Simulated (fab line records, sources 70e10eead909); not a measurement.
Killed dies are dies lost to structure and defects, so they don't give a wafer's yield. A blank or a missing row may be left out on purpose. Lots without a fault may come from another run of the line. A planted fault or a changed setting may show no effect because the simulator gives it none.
A struck lot beside a sound one | flow nand_harc | 14 steps out of a route of 1302
Sound: wafers L706.4, L706.5, L706.6. Struck: wafers L721.2, L721.3, L721.4. The cause comes at the end.
At each step with rows: each side's tool, then ch and its chambers, then its first start. Under that, the readings that differ: sound wafers | struck wafers | difference of the means | sigmas: that difference in standard deviations of wafers without a fault.
alike: readings whose means differ by less than 2 such deviations, and words and numbers that are the same on both sides. not compared: withheld readings, readings that some wafer has no value for, bounds like >300 that may hide the same value, and numbers for which the record gives no deviation and whose values overlap.
The two part at a step that has a row with sigmas, a row that says differs or no value, or rows on one side only. Numbers that don't overlap but have no deviation are shown without sigmas and don't part them. A reading that every wafer of one side lacks parts them only if that side has two wafers or more.

first, 1 step without rows for these wafers: NHARC_P_M1_PRE_CLEAN_30 (time 30 s).
NHARC_P_M1_PVD_20: deposits TaN, target thk 5 nm, time 8.06 s.
  sound on pvd_sputter-03; struck on pvd_sputter-02
  alike: chamber_pressure_pa, throttle_valve_pct
NHARC_P_M1_PVD_21: deposits Cu, target thk 30 nm, time 20.49 s.
  sound on pvd_sputter-03; struck on pvd_sputter-02
  reading                  | sound             | struck            | difference | sigmas
  chamber_pressure_pa (Pa) | 5.020 5.019 5.006 | 5.001 4.993 4.980 | -0.024     | -3
  alike: throttle_valve_pct
then, 2 steps without rows for these wafers: NHARC_P_M1_ECD_22 (material Cu, target thk 400 nm); NHARC_P_M1_ANNEAL_31 (time 90 s).
NHARC_P_M1_CMP_23: polishes, t overpolish 20 s, target thk 157.82 nm.
  sound on cmp-04 ch 0,1,2, day 7 04:41; struck on cmp-04 ch 0,1,2, day 13 11:56
  alike: motor_current_A, time_to_endpoint_s
NHARC_P_M1_THK_MEAS_24: measures by xrf.
  sound on film_metro-02, day 7 04:57; struck on film_metro-02, day 13 12:15
  alike: thk_nm
then, 1 step without rows for these wafers: NHARC_P_M1_SRD_25.
NHARC_P_M1_INSPECT_27:
  sound on defect_inspect-02, day 7 05:07; struck on defect_inspect-02, day 13 12:24
  alike: raw_defect_count
NHARC_P_M1_PRE_CLEAN_32: time 12 s.
  sound on pecvd-04 ch 0,1,2, day 7 05:13; struck on pecvd-01 ch 0,2, day 13 12:28
  alike: heater_power_w, rf_fwd_power_W
  not compared: since_wet_clean_h
NHARC_P_M1_DEP_33: deposits SiCN, target thk 30 nm.
  sound on pecvd-04 ch 0,1,2, day 7 05:23; struck on pecvd-01 ch 0,2, day 13 12:33
  alike: chamber_pressure_Torr, heater_power_w, rf_fwd_power_W
  not compared: since_wet_clean_h
NHARC_P_M2_DEP_00: deposits SiOC, target thk 182.5 nm.
  sound on pecvd-02 ch 0,1,2, day 7 05:48; struck on pecvd-04 ch 1,2, day 13 13:44
  alike: chamber_pressure_Torr, rf_fwd_power_W
  not compared: since_wet_clean_h
then, 1 step without rows for these wafers: NHARC_P_M2_DEHYDRATE_01 (time 120 s).
-- the record jumps here: 17 days lie between the struck wafers' starts before and after (it left off in module P_M2 and takes up again in module END, whose first step shown is number 1302 of the route) --
NHARC_END_SORT_01:
  the record has rows for the struck wafers here (prober-01 ch 0, day 30 16:02) and none for the sound ones

WHERE THEY PART
First at NHARC_P_M1_PVD_21; last, within this record, at NHARC_END_SORT_01.

WHY: what the simulator had put in
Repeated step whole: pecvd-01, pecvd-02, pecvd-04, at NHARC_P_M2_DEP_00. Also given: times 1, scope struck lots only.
